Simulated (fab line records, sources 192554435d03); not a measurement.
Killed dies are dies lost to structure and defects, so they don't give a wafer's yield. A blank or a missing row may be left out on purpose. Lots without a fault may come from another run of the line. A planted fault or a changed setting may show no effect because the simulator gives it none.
Chamber matching | flow n5_finfet | N5_BEOL_M7_CURE_75 on uv_cure-03: 3 sister chambers
The step cures SiCOH lowk, time 120 s. 3 wafers are shown with their chamber, then 11 later ones without.

WAFERS WITH THEIR CHAMBER
wafer  | chamber | wafer_temp_C_max
L079.4 | 2       | 372.1
L085.6 | 1       | 372.6
L089.4 | 0       | 372.2

WAFERS WITHOUT THEIR CHAMBER
wafer  | wafer_temp_C_max
L089.5 | 372.4
L089.6 | 372.1
L087.1 | 371.9
L087.2 | 373.8
L087.3 | 372.7
L091.1 | 371.8
L091.3 | 371.8
L091.6 | 371.9
L096.3 | 371.9
L096.4 | 372.6
L096.6 | 372.2

WHICH CHAMBER EACH WENT THROUGH
wafer  | from the rows above          | in truth
L089.5 | can't be placed: 0 or 1 or 2 | 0
L089.6 | can't be placed: 2 or 0 or 1 | 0
L087.1 | can't be placed: 2 or 0 or 1 | 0
L087.2 | can't be placed: 1 or 0 or 2 | 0
L087.3 | can't be placed: 1 or 0 or 2 | 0
L091.1 | can't be placed: 2 or 0 or 1 | 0
L091.3 | can't be placed: 2 or 0 or 1 | 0
L091.6 | can't be placed: 2 or 0 or 1 | 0
L096.3 | can't be placed: 2 or 0 or 1 | 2
L096.4 | can't be placed: 1 or 0 or 2 | 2
L096.6 | can't be placed: 0 or 2 or 1 | 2
Placed correctly: 0 of 11. Can't be placed from these rows: 11 (the true chamber is among the candidates in 11). Placed wrongly: 0.
How it was worked out, from the rows above alone: a wafer's distance from a chamber is the root of the sum, over the readings, of the square of ((its reading less the chamber's mean) divided by the reading's scatter). The wafer belongs to the nearest chamber; if the next one is less than 2 further off, it can't be placed. A chamber's mean is the mean of its shown wafers. The scatter: with one shown wafer a chamber, the root of the mean of the squares of how far each hidden wafer lies from its nearest shown one.
